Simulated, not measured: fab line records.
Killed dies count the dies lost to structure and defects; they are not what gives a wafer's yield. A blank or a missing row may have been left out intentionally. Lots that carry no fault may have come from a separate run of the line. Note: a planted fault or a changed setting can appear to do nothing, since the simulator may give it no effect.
fab line records + flow n5_finfet
record
- lots=4
- wafers=12
- last_day=16
route steps=1938 shown BEOL_M15@1824 PASS1_DEP@1831 MIM_BOT@1832 MIM_TOP@1834 MIM_TOP_LITHO@1839 PASSIVATION@1936
lots that met no fault: from a run of the same line without faults
start_h: the number of hours between the record's first day and the start of the first shown wafer of the lot + wait_h: hours elapsed since this lot's preceding step + " identical to the entry in the row above + L1.1+2: a single row standing in for several wafers + - value missing, or start not given + * or withheld: withheld + < > ~ a bound
route shown NAME@n: names a module that has steps shown in the file, with the first one's number in the route + usual: average and standard deviation across the fault-free wafers + same: alike in all rows + chamber/n: place in a boat + sites: the reading at each site + _std_site: the standard deviation of these + _edge_site: outer sites' mean less inner sites' + radius_mm: how far each site lies from the wafer's centre + mask NAME#n: copy n + behind: tool/chamber where the wafer was last shaped + hold: why the lot was held/for how many hours/how that ended + device: whichever transistor did not switch (one of n, p or np) + end of line: the tests these same wafers got at the end of their route + a step without rows: its recipe alone + killed: count of dies lost to structure and defects at first sort (not the wafer's yield) + map: shows each die of a wafer: x if killed, . if not, _ if none is there
set.NAME: setting as actually run; set.NAME@STEP: the setting as run at that earlier step + model.NAME: the simulator's own value behind a step, which no gauge read
lots at some steps of the route; a table a step, a row a wafer
## steps
# step N5_BEOL_M15_CMP_49
# recipe
- stop_on=SiO2
- t_overpolish_s=4.9
- down_force_psi=2
- platen_rpm=80
- clearing_platen_down_force_psi=2
- clearing_platen_rpm=80
- post_cmp_clean=cu_alkaline
- target_thk_nm=850
- clearing_platen_pad_velocity_m_s=1.5917
- pad_velocity_m_s=1.5917
# step N5_BEOL_M15_PRE_CLEAN_52
# recipe
- gas=NH3
- time_s=15
- temp_c=withheld
- rf_power_w=300
# step N5_BEOL_M15_DEP_53
# recipe
- material=SiCN
- target_thk_a=500
- temp_c=withheld
- precursor=3MS/NH3
- pressure_torr=3
- rf_w=675
- time_s=17.8
# step N5_PASSIVATION_PECVD_00
# recipe
- material=SiO2
- target_thk_a=2000
- temp_c=400
- precursor=SiH4/N2O
- pressure_torr=2.7
- rf_w=608
- time_s=11.2
# step N5_MIM_BOT_DEGAS_01
# recipe
- ambient=vacuum
- temp_c=300
- time_s=60
# step N5_MIM_BOT_SPUTTER_00
# recipe
- material=TiN
- target_thk_a=350
- temp_c=200
- power_w=3000
- chamber_pressure_pa=0.49996
- gas=Ar
- reactive_partial_pa=0.37997
- time_s=89.7
# step N5_MIM_TOP_ALD_00
# recipe
- material=Al2O3
- target_thk_a=*
- temp_c=withheld
- ald_precursor_family=TMA
- ald_co_reactant=O3
- pulse_time_s=withheld
- purge_time_s=3
- co_reactant_purge_time_s=withheld
- co_reactant_pulse_time_s=3
- ald_cycles=withheld
# step N5_MIM_TOP_ALD_01
# recipe
- material=HfO2
- target_thk_a=56
- temp_c=withheld
- ald_precursor_family=Hf-amide
- ald_co_reactant=O3
- pulse_time_s=1
- purge_time_s=3
- co_reactant_purge_time_s=2
- co_reactant_pulse_time_s=3
- ald_cycles=62
# step N5_MIM_TOP_ALD_02
# recipe
- material=Al2O3
- target_thk_a=*
- temp_c=withheld
- ald_precursor_family=TMA
- ald_co_reactant=O3
- pulse_time_s=withheld
- purge_time_s=3
- co_reactant_purge_time_s=withheld
- co_reactant_pulse_time_s=3
- ald_cycles=withheld
# usual
- precursor_pulse_height_rel=1.003/0.021
| lot.wafer | tool      | chamber | start_h | wait_h | precursor_pulse_height_rel |
|-----------|-----------|---------|---------|--------|----------------------------|
| L812.1    | ald_hk-02 | 0       | 306     | -      | 1.029                      |
| L812.4    | "         | 1       | "       | "      | 1.002                      |
| L812.5    | "         | 3       | "       | "      | 1.013                      |
| L814.1    | ald_hk-01 | 1       | 311     | -      | 1.050                      |
| L814.4    | "         | 0       | "       | "      | 1.011                      |
| L814.5    | "         | 2       | "       | "      | 0.979                      |
| L823.1    | ald_hk-01 | 3       | 373     | -      | 1.012                      |
| L823.3    | "         | 0       | "       | "      | 1.023                      |
| L823.4    | "         | 2       | "       | "      | 0.990                      |
| L822.1    | ald_hk-01 | 1       | 378     | -      | 1.046                      |
| L822.2    | "         | 0       | "       | "      | 1.003                      |
| L822.5    | "         | 3       | "       | "      | 1.009                      |
# step N5_MIM_TOP_DEGAS_04
# recipe
- ambient=vacuum
- temp_c=300
- time_s=60
# step N5_MIM_TOP_SPUTTER_03
# recipe
- material=TiN
- target_thk_a=350
- temp_c=200
- power_w=3000
- chamber_pressure_pa=0.49996
- gas=Ar
- reactive_partial_pa=0.37997
- time_s=89.7
# step N5_MIM_TOP_LITHO_HMDS_01
# recipe
- time_s=60
- temp_c=120
# step N5_MIM_TOP_LITHO_COAT_02
# recipe
- spin_rpm=*
- resist_thk_nm=*
# step N5_MIM_TOP_LITHO_EBR_04
# recipe
- solvent=PGMEA
- ebr_width_mm=1.5
# step N5_MIM_TOP_LITHO_SOFTBAKE_03
# recipe
- temp_c=100
- time_s=90
# step N5_MIM_TOP_LITHO_EXPOSE_05
# recipe
- mask_id=MIM_TOP
- na=0.55
- source_shape=conventional
- sigma_outer=0.8
- polarization=unpolarized
- target_cd_nm=2000
- dose_mj=20.5
# step N5_MIM_TOP_LITHO_PEB_06
# recipe
- peb_temp_c=withheld
- peb_time_s=*
# step N5_MIM_TOP_LITHO_DEVELOP_07
# recipe
- develop_time_s=60
- rinse_liquid=diw
- dry=air_spin
- dev_temp_c=21
# step N5_MIM_TOP_LITHO_HARDBAKE_09
# recipe
- temp_c=130
- time_s=120
# step N5_MIM_TOP_LITHO_INSPECT_12
# recipe
- mode=adi
- inspect_instrument=macro
# usual
- raw_defect_count=2.2/1.6
| lot.wafer | tool              | chamber | start_h | wait_h | raw_defect_count |
|-----------|-------------------|---------|---------|--------|------------------|
| L812.1    | defect_inspect-02 | -       | 307.77  | 0.0    | 3                |
| L812.4    | "                 | -       | "       | "      | 4                |
| L812.5    | "                 | -       | "       | "      | 2                |
| L814.1    | defect_inspect-02 | -       | 313.71  | 0.0    | 1                |
| L814.4    | "                 | -       | "       | "      | 3                |
| L814.5    | "                 | -       | "       | "      | 2                |
| L823.1    | defect_inspect-02 | -       | 374.52  | 0.0    | >300             |
| L823.3    | "                 | -       | "       | "      | >300             |
| L823.4    | "                 | -       | "       | "      | >300             |
| L822.1    | defect_inspect-01 | -       | 379.49  | 0.0    | >300             |
| L822.2    | "                 | -       | "       | "      | >300             |
| L822.5    | "                 | -       | "       | "      | >300             |
# step N5_MIM_TOP_LITHO_DESCUM_10
# recipe
- chemistry=O2
- time_s=7.9
- source_power_w=50
- bias_power_w=20
- pressure_mtorr=20
- rf_frequency_hz=2.712e+07
- temp_c=40
- o2_flow_sccm=225
# step N5_PASSIVATION_PROBE_49
# usual
- defect_limited_yield=91.2/1.4
- killed_at_M0_to_M3=32/9.3
- killed_at_M4_up=14/4.9
- killed_at_contacts=15/7.5
- killed_at_front_end=40/11
- killed_at_other=4/3.3
- killed_dies=104/17
- killed_open=68/14
- killed_short=33/7.9
- sort_bin_5_function=5.2/0.99
- sort_bin_6_memory=3.2/0.65
- sort_bin_8_speed=0.03/0.19
- sort_n_pass=1076/17
- sort_yield_pct=91.1/1.5
# same
- gross_dies=1180
- killed_at_back_side=0
- sort_bin_4_leakage[%]=0
| lot.wafer | tool      | chamber | start_h | wait_h | defect_limited_yield[%] | killed_at_M0_to_M3 | killed_at_M4_up | killed_at_contacts | killed_at_front_end | killed_at_other | killed_dies | killed_open | killed_short | sort_bin_5_function[%] | sort_bin_6_memory[%] | sort_bin_8_speed[%] | sort_n_pass | sort_yield_pct[%] |
|-----------|-----------|---------|---------|--------|-------------------------|--------------------|-----------------|--------------------|---------------------|-----------------|-------------|-------------|--------------|------------------------|----------------------|---------------------|-------------|-------------------|
| L823.1    | prober-02 | -       | 384.63  | 0.0    | 81.9                    | 30                 | 5               | 12                 | 26                  | 141             | 214         | 55          | 21           | 11.1                   | 4.7                  | 0                   | 966         | 81.9              |
| L823.3    | prober-02 | -       | 384.73  | 0.1    | 89.1                    | 22                 | 13              | 7                  | 28                  | 59              | 129         | 50          | 21           | 6.9                    | 2.6                  | 0                   | 1051        | 89.1              |
| L823.4    | prober-02 | -       | 384.78  | 0.2    | 81.9                    | 17                 | 23              | 12                 | 23                  | 139             | 214         | 52          | 22           | 12.5                   | 3.1                  | 0                   | 966         | 81.9              |
| L822.1    | prober-01 | -       | 390.69  | 0.0    | 81.2                    | 43                 | 3               | 4                  | 36                  | 136             | 222         | 49          | 38           | 11.8                   | 5.0                  | 0                   | 958         | 81.2              |
| L822.2    | prober-01 | -       | 390.74  | 0.1    | 88.6                    | 30                 | 10              | 14                 | 32                  | 49              | 135         | 57          | 30           | 6.6                    | 3.6                  | 0                   | 1045        | 88.6              |
| L822.5    | prober-01 | -       | 390.89  | 0.2    | 79.7                    | 35                 | 12              | 5                  | 46                  | 141             | 239         | 57          | 33           | 11.9                   | 4.7                  | 0                   | 941         | 79.7              |
# killed by level:class
L823.1 MIM_TOP:unspecified=138 MOL_CONTACT_COAG:geometric_particle:open=9 BEOL_M0_SAQP:geometric_particle:open=9 FIN_SAQP:geometric_particle:open=6 BEOL_M0_SAQP:geometric_particle:short=6 BEOL_M2:geometric_particle:open=5 STI_FIN_REVEAL:geometric_particle:open=4 BEOL_M0:geometric_particle:open=4
L823.3 MIM_TOP:unspecified=53 FIN_SAQP:geometric_particle:open=9 BEOL_M3:geometric_particle:open=7 BEOL_M4:geometric_particle:open=6 DUMMY_GATE:geometric_particle:open=4 MOL_CONTACT_COAG:geometric_particle:short=4 BEOL_M1:geometric_particle:open=4 PASSIVATION:area_etch=4
L823.4 MIM_TOP:unspecified=131 BEOL_M4:geometric_particle:open=12 MOL_CONTACT_COAG:geometric_particle:open=11 BEOL_M3:geometric_particle:open=7 PASSIVATION:area_etch=7 STARTING-WAFER:geometric_particle:short=5 STI_FIN_REVEAL:geometric_particle:open=4 BEOL_M8:geometric_particle:open=4
L822.1 MIM_TOP:unspecified=135 BEOL_M0_SAQP:geometric_particle:short=15 BEOL_M0_SAQP:geometric_particle:open=11 FIN_SAQP:geometric_particle:short=8 FIN_SAQP:geometric_particle:open=7 BEOL_M3:geometric_particle:open=6 STI_FIN_REVEAL:geometric_particle:short=5 STI_FIN_REVEAL:geometric_particle:open=5
L822.2 MIM_TOP:unspecified=48 BEOL_M0_SAQP:geometric_particle:short=11 FIN_SAQP:geometric_particle:open=9 MOL_CONTACT_COAG:geometric_particle:open=9 BEOL_M0_SAQP:geometric_particle:open=9 STI_FIN_REVEAL:geometric_particle:open=8 BEOL_M2:geometric_particle:open=6 FIN_SAQP:geometric_particle:short=5
L822.5 MIM_TOP:unspecified=137 BEOL_M0_SAQP:geometric_particle:open=13 FIN_SAQP:geometric_particle:short=12 HKMG_FIN:area_etch=12 STI_FIN_REVEAL:geometric_particle:open=8 BEOL_M2:geometric_particle:open=7 MOL_CONTACT_COAG:geometric_particle:open=5 BEOL_M1:geometric_particle:open=4
# map L822.5 (x killed, . not)
_________________.xxxx.......________________
______________.......x.........._____________
___________...............xx.......__________
__________.........................._________
________...x.................x........_______
_______............x.......x.x..x..x...______
______x..x..x.............x............._____
_____..........x.................x..x....____
____......................................___
___.....x....................x............x__
___..x....xx........x.........x...x........__
__........................x....x.......x...._
__..........x.............xx.......x.....xx._
_.....................x......................
_...x.........xx......x.xx......x............
_....x............x...xxx.x............x...x.
_..........xx.......xxxxxx.x..xx......x......
_x..............x.xxxxxxxxxxxx........x......
_.....x........x.xxxxxxxxxxx..............xx.
_...............x.xxxxxxxxxxxx..x............
_...x....x.......xxxxxxxxxxxxxxx........x....
__..........x..xxxxxxxxxxxxxx..x..........x._
__...x.........xxxxxxxxxxxxxxx.x............_
___......x...x...xxxxxxxxxxxxx...x.........__
___.x......x.......xxxxxxxxxx.........x...x__
____..........x..xxx.xxxxxxxxx............___
_____...........x..xx.xxxxx..x....x...x..____
______..x..............x.xxx.....x......_____
_______................................______
________..........x....xxx.....x......_______
__________.x.....xx..............x.x_________
___________.......................x__________
______________....x.x..........._____________
_________________.....xxx....________________
# map L823.1 (x killed, . not)
_________________............________________
______________....x........x.x.._____________
___________..x...........x.........__________
__________.........................._________
________x.......................x....._______
_______.....................x..........______
______.x......x........................._____
_____.....x........x.....................____
____..............................x.......___
___...........x............................__
___......................................xx__
__...........x..............x........x......_
__......x...x.............x.........x......x_
_...................x......x.................
_..x....................x.......x............
_....x............x...x.xx...................
_.x............x.x..x..xxxxxx................
_..........x....x..xxxxxxxxxx..........x.....
_..x.............xxxxxxxxxx.xx............xx.
_...........x...x.xxxxxxxxxxxx.x.............
_x.........x...x.xxxxxxxxxxxxx...............
__x.........x.x..xxxxxxxxxxxxxxx............_
__.........x....xxxxxxxxxxxxxx..x..........._
___......x.......xxxxxxxxxxxxxx............__
___x....x........x.xxxxxxxxxxxx.......x..x.__
____........x....x.xxxxxxxxxxx.....x......___
_____x.x.......xx.x.x.xxx.x.x......x.....____
______.............x.x.x.....x..x......x_____
_______..x.x....x......x...x.....x.....______
________.............................._______
__________...............x.........._________
___________...........x.x...x.....x__________
______________..x..............._____________
_________________.......x....________________
## key
first_sign
- step=N5_MIM_TOP_LITHO_INSPECT_12
- reading=raw_defect_count
- direction=up
- sigmas=99+
- usual=2.2
- struck=>300
effect
- step=N5_PASSIVATION_PROBE_49
- reading=killed_at_other
- direction=up
- sigmas=32
- usual=4
- struck=111
more_kills_born_at
- N5_MIM_TOP_ALD_02@ald_hk-01=642
met_at N5_MIM_TOP_ALD_02
struck_wafers L822.1,L822.2,L822.5,L823.1,L823.3,L823.4
baseline_loss
- step=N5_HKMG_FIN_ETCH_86
- wafers=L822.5
onset_between 311 373
also_fits time
fault
- kind=chamber_particle_source
- tool=ald_hk-01
- chamber=-
- onset_h=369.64
- steps=N5_MIM_TOP_ALD_02
- rate_per_visit_cm2=1.0911
- end_h=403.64
# baseline_loss: these wafers lose ten dies or more at that step, a loss of the line's own and not of a fault; the sort's usual values leave them out
